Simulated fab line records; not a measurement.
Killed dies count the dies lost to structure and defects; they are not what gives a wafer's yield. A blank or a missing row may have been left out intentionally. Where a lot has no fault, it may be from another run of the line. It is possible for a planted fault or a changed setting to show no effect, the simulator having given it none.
Which tool did it? -- flow nandHarc -- 13 lots, 37 wafers sampled, at 5 steps of a route of 1302

== WHAT EACH GAUGE READ, for each wafer ==
NHARC_A_DECK1_JOINT_THK_MEAS_17: measures by ellipsometry.
lot,measured,on,thkNm (nm)
L320,day 12 05:52,filmMetro-01,46.4 44.9 45.9
L322,day 13 06:38,filmMetro-02,43.1 45.3 45.5
L324,day 13 12:10,filmMetro-02,44.8 46.3 44.0
L323,day 14 07:01,filmMetro-01,44.9 45.4 45.5
L325,day 14 15:55,filmMetro-01,44.8 46.4 46.8
L326,day 14 15:55,filmMetro-02,43.1 43.4 44.6
L329,day 16 12:32,filmMetro-01,46.7 43.1 48.1
L330,day 16 12:32,filmMetro-02,43.3 49.1 43.5
L335,day 18 07:43,filmMetro-01,43.7 45.3 44.3
L338,day 20 06:46,filmMetro-01,42.9 44.0 29.1
L339,day 20 06:36,filmMetro-01,28.5 45.1
L340,day 20 19:20,filmMetro-01,43.8 27.3
L343,day 22 02:53,filmMetro-02,45.7 44.3 43.5

NHARC_A_ONON_D2_THK_MEAS_21: measures by ellipsometry.
lot,measured,on,thkNm (nm)
L320,day 12 16:59,filmMetro-02,1012 1011 1011
L322,day 13 17:49,filmMetro-02,1016 1013 1017
L324,day 13 23:16,filmMetro-02,1004 1002 1003
L323,day 14 18:11,filmMetro-02,993 994 994
L325,day 15 02:44,filmMetro-02,1007 1008 1007
L326,day 15 02:43,filmMetro-01,999 998 998
L329,day 17 00:04,filmMetro-01,991 990 989
L330,day 17 00:02,filmMetro-01,999 996 999
L335,day 18 19:13,filmMetro-01,989 987 988
L338,day 20 17:29,filmMetro-02,1001 1001 1002
L339,day 20 17:27,filmMetro-02,1007 1007
L340,day 21 06:01,filmMetro-02,994 995
L343,day 22 13:38,filmMetro-01,1009 1008 1013

== WHICH TOOL RAN EACH LOT (tool, then ch and the chambers of the sampled wafers, then the start) ==
lot,NHARC_A_CHANNEL_FILL_D1_CMP_10,NHARC_A_DECK1_JOINT_CMP_02,NHARC_A_DECK1_JOINT_DEP_16
L320,"cmp-04 ch 0,1,2, day 10 16:57","cmp-02 ch 2,3, day 12 05:14","pecvd-01 ch 0,1, day 12 05:39"
L322,"cmp-01 ch 0,2, day 11 21:09","cmp-02 ch 1,2,3, day 13 06:02","pecvd-03 ch 1,2, day 13 06:23"
L324,"cmp-01 ch 0,1,3, day 12 03:42","cmp-03 ch 1,2,3, day 13 11:30","pecvd-03 ch 0,2, day 13 11:53"
L323,"cmp-04 ch 1,2, day 12 14:35","cmp-01 ch 1,2, day 14 06:20","pecvd-04 ch 0,1,2, day 14 06:44"
L325,"cmp-04 ch 1,2,3, day 12 23:50","cmp-01 ch 0,2,3, day 14 15:15","pecvd-04 ch 0,1,2, day 14 15:38"
L326,"cmp-01 ch 1,2,3, day 13 06:56","cmp-02 ch 0,1,2, day 14 15:15","pecvd-03 ch 0,1,2, day 14 15:40"
L329,"cmp-04 ch 0,1,2, day 14 21:53","cmp-01 ch 0,1,2, day 16 11:56","pecvd-04 ch 1,2, day 16 12:17"
L330,"cmp-04 ch 1,3, day 15 04:00","cmp-02 ch 1,3, day 16 11:52","pecvd-01 ch 0,1, day 16 12:19"
L335,"cmp-01 ch 1,2, day 16 19:56","cmp-03 ch 1,2, day 18 07:03","pecvd-04 ch 0,1, day 18 07:28"
L338,"cmp-01 ch 0,1,3, day 18 13:46","cmp-03 ch 0,1,3, day 20 05:56","pecvd-01 ch 1,2, day 20 06:31"
L339,"cmp-04 ch 0,3, day 18 13:47","cmp-02 ch 0,2, day 20 05:56","pecvd-01 ch 0,2, day 20 06:19"
L340,"cmp-04 ch 2,3, day 19 10:27","cmp-01 ch 2,3, day 20 18:32","pecvd-01 ch 1, day 20 19:05"
L343,"cmp-03 ch 0,1,2, day 20 14:25","cmp-01 ch 0,1,2, day 22 02:17","pecvd-03 ch 0,1, day 22 02:38"
- NHARC_A_CHANNEL_FILL_D1_CMP_10: polishes, target thk 150 nm.
- NHARC_A_DECK1_JOINT_CMP_02: polishes SiOx.
- NHARC_A_DECK1_JOINT_DEP_16: deposits SiO2, target thk 45 nm.

== AS READ BY THE TOOLS THEMSELVES (means over the sampled wafers that have a number; for cases with no such wafer, the mark the record gives instead) ==
NHARC_A_CHANNEL_FILL_D1_CMP_10.
lot,tool,motorCurrentA (A),timeToEndpointS (s)
L320,cmp-04,12.1,13.4
L322,cmp-01,11.9,15.7
L324,cmp-01,11.1,12.4
L323,cmp-04,12.1,16.3
L325,cmp-04,11.7,17.4
L326,cmp-01,10.6,8.9
L329,cmp-04,11.6,12.8
L330,cmp-04,12.0,12.8
L335,cmp-01,10.6,13.9
L338,cmp-01,11.2,12.3
L339,cmp-04,10.4,11.0
L340,cmp-04,11.6,15.6
L343,cmp-03,11.1,14.6

NHARC_A_DECK1_JOINT_CMP_02.
lot,tool,motorCurrentA (A)
L320,cmp-02,11.4
L322,cmp-02,11.9
L324,cmp-03,10.9
L323,cmp-01,10.4
L325,cmp-01,11.4
L326,cmp-02,12.6
L329,cmp-01,11.2
L330,cmp-02,11.7
L335,cmp-03,10.3
L338,cmp-03,11.8
L339,cmp-02,12.8
L340,cmp-01,10.9
L343,cmp-01,11.5

NHARC_A_DECK1_JOINT_DEP_16.
lot,tool,heaterPowerW (W),mfcPrecursorSccm (sccm),showerheadVppV (V),susceptorTempC (C),throttleValvePct (%)
L320,pecvd-01,573,161.7,1976,399.97,16.1
L322,pecvd-03,481,161.5,1824,400.26,16.6
L324,pecvd-03,668,161.8,1944,400.00,16.0
L323,pecvd-04,578,161.4,1740,399.94,15.8
L325,pecvd-04,538,161.0,1764,399.92,15.8
L326,pecvd-03,571,161.7,1881,400.09,16.3
L329,pecvd-04,485,161.6,1765,399.91,16.1
L330,pecvd-01,544,161.4,1883,399.93,15.9
L335,pecvd-04,595,161.2,1786,399.94,15.9
L338,pecvd-01,590,160.8,1781,399.84,16.5
L339,pecvd-01,506,161.2,1925,400.22,16.2
L340,pecvd-01,526,161.8,1786,400.13,16.1
L343,pecvd-03,458,161.3,1856,399.89,16.7

== THE ANSWER, worked out from the rows above alone ==
Rule: the lots themselves supply what counts as usual. Put in order of their means at a reading, lots are off if they are a third of the lots or fewer, leave a main group of 4 or more, and stand apart from it by a gap of 3 or more times the standard deviation of the main group's means; of several such gaps the widest counts. The tables above print the reading to a certain number of digits; a main group whose means all agree to those digits is not used. Also off: a lot with no number at a reading for which 4 or more lots have one. All remaining lots with rows at the step are treated as sound. The gauges are gone through in route order, then the tools' own readings, and for those a lot's mean is taken as printed above. The first step at which some lot is off is used, and at that step the reading that is off furthest; a lot without a number counts as furthest.
Off at NHARC_A_DECK1_JOINT_THK_MEAS_17 (thkNm): L338, L339, L340. Main group: mean 45.1 nm, sd 0.71.
A tool fits if, at a process step before that reading, it ran every lot that is off, and no sound lot after the first of them. Those tools and the gauges at NHARC_A_DECK1_JOINT_THK_MEAS_17 are tried in the same way. This does not decide it: 2 tools fit, namely pecvd-01 at NHARC_A_DECK1_JOINT_DEP_16 and filmMetro-01 at NHARC_A_DECK1_JOINT_THK_MEAS_17.

== WHAT THE SIMULATOR HAD INSERTED ==
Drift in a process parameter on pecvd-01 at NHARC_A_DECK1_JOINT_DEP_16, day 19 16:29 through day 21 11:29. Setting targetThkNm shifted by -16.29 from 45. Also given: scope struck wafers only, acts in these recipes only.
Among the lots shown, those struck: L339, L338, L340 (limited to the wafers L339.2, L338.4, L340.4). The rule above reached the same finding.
